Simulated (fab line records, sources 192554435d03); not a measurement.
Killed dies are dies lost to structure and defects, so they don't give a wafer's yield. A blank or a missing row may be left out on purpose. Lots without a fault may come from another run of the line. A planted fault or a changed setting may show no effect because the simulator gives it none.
Chamber matching | flow n5_finfet | N5_DUMMY_GATE_ETCH_31 on rie_diel-03: 3 sister chambers
The step etches SiO2 in C4F6/O2, target depth 82.5 nm, time 27.5 s. 6 wafers are shown with their chamber, then 7 later ones without.

WAFERS WITH THEIR CHAMBER
wafer  | chamber | showerhead_plenum_p_Torr (Torr) | rf_vpp_V (V)
L080.6 | 2       | 2.72                            | 656
L081.2 | 1       | 2.98                            | 663
L087.1 | 3       | 2.93                            | 669
L087.2 | 1       | 2.98                            | 663
L087.6 | 3       | 2.93                            | 667
L091.1 | 2       | 2.71                            | 656

WAFERS WITHOUT THEIR CHAMBER
wafer  | showerhead_plenum_p_Torr (Torr) | rf_vpp_V (V)
L091.3 | 2.93                            | 667
L091.4 | 2.93                            | 666
L095.4 | 2.92                            | 670
L095.5 | 2.98                            | 663
L097.4 | 2.71                            | 655
L097.5 | 2.71                            | 655
L097.6 | 2.98                            | 663

WHICH CHAMBER EACH WENT THROUGH
wafer  | from the rows above | in truth
L091.3 | 3                   | 3
L091.4 | 3                   | 3
L095.4 | 3                   | 3
L095.5 | 1                   | 1
L097.4 | 2                   | 2
L097.5 | 2                   | 2
L097.6 | 1                   | 1
Placed correctly: 7 of 7. Can't be placed from these rows: 0. Placed wrongly: 0.
How it was worked out, from the rows above alone: a wafer's distance from a chamber is the root of the sum, over the readings, of the square of ((its reading less the chamber's mean) divided by the reading's scatter). The wafer belongs to the nearest chamber; if the next one is less than 2 further off, it can't be placed. A chamber's mean is the mean of its shown wafers. The scatter: the root of (the sum of the squares of (reading less its chamber's mean) over the shown wafers, divided by (wafers less chambers)).
